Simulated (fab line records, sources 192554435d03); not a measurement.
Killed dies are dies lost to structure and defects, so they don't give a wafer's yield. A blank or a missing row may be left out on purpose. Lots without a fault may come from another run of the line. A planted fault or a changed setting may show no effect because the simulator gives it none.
Split-lot experiment | flow n5_finfet | 7 lots, 21 wafers read, on a route of 1938 steps

THE SPLIT
At N5_BEOL_M3_COAT_76 (time 60 s, resist thk 5 nm), the setting spin_rpm was moved away from the recipe's 1500 rpm on 8 of the 21 wafers read, by -6.7% to +5.1%. The other wafers ran this setting at the recipe's value.

FROM THE SPLIT TO THE READING: what the file shows between them, 3 steps
- N5_BEOL_M3_COAT_22: resist thk 30 nm
- N5_BEOL_M3_EBR_24
- N5_BEOL_M3_DESCUM_33: chemistry O2, time 7 s

THE READING
etch.depth_nm (the simulator's own value, which no gauge read), in nm, at N5_BEOL_M3_ETCH_77 (etches underlayer in N2/H2, target depth 6.5 nm, time 5.2 s). The file gives no usual value for it. The 13 wafers here that ran the recipe average 5.009 nm, standard deviation 0.0092 nm.

wafer  | tool, chamber at the split | spin_rpm as run, rpm | against the recipe | etch.depth_nm, nm | against lot-mates on the recipe
L076.1 | litho_track-05, 0          | 1500                 | recipe             | 4.988             | -
L076.3 | litho_track-05, 0          | 1406                 | -6.3%              | 5.151             | +0.157
L076.6 | litho_track-05, 0          | 1500                 | recipe             | 4.999             | -
L077.1 | litho_track-02, 0          | 1419                 | -5.4%              | 5.164             | +0.140
L077.2 | litho_track-02, 0          | 1500                 | recipe             | 5.024             | -
L077.6 | litho_track-02, 0          | 1419                 | -5.4%              | 5.163             | +0.139
L081.1 | litho_track-01, 0          | 1500                 | recipe             | 5.012             | -
L081.2 | litho_track-01, 0          | 1500                 | recipe             | 5.012             | -
L081.3 | litho_track-01, 0          | 1500                 | recipe             | 5.017             | -
L084.2 | litho_track-01, 0          | 1500                 | recipe             | 5.003             | -
L084.4 | litho_track-01, 0          | 1500                 | recipe             | 5.005             | -
L084.6 | litho_track-01, 0          | 1577                 | +5.1%              | 4.889             | -0.115
L085.1 | litho_track-02, 0          | 1573                 | +4.9%              | 4.878             | -0.126
L085.2 | litho_track-02, 0          | 1500                 | recipe             | 5.005             | -
L085.5 | litho_track-02, 0          | 1500                 | recipe             | 5.003             | -
L088.1 | litho_track-02, 0          | 1548                 | +3.2%              | 4.925             | -0.093
L088.5 | litho_track-02, 0          | 1500                 | recipe             | 5.016             | -
L088.6 | litho_track-02, 0          | 1500                 | recipe             | 5.019             | -
L094.1 | litho_track-02, 0          | 1399                 | -6.7%              | 5.196             | +0.186
L094.3 | litho_track-02, 0          | 1399                 | -6.7%              | 5.198             | +0.188
L094.6 | litho_track-02, 0          | 1500                 | recipe             | 5.01              | -

THE FIT
A straight line over all 21 wafers: etch.depth_nm changes by -0.0265 nm for each +1% of spin_rpm; r = -0.99; the points scatter about the line by 0.011 nm.
The same after taking each lot's own level away (the mean of its wafers on the recipe; 21 wafers): -0.0261 nm for each +1%; r = -1.00; scatter 0.0065 nm.
On that fit, the largest move of spin_rpm shifts the reading by 0.18 nm.
The lots' own levels span 4.9935 to 5.0240 nm, that is 3.3 times the standard deviation above.
So the lot-to-lot level changes the slope little: the two slopes agree.
Check: with one of the wafers moved furthest among these (-6.7%) left out of the fit, the line predicts +0.175 nm for it against its lot-mates. It came out at +0.186 nm against them.

OTHER SPLITS ON THESE WAFERS
These wafers also went through other splits before the reading. Each is held against what the fit with the lots' levels taken away leaves over:
other split on the same wafers | wafers away from the commonest value | r with etch.depth_nm (lot level and that fit taken away)
N5_BEOL_M2_COAT_22 spin_rpm    | 9                                    | +0.07
N5_BEOL_M2_ETCH_69 bias_w      | 8                                    | +0.06
N5_BEOL_M3_ETCH_64 bias_w      | 6                                    | +0.26

THE FILE'S OWN FIT
etch.depth_nm changes by -0.0258 nm for each +1% of spin_rpm, r = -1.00.
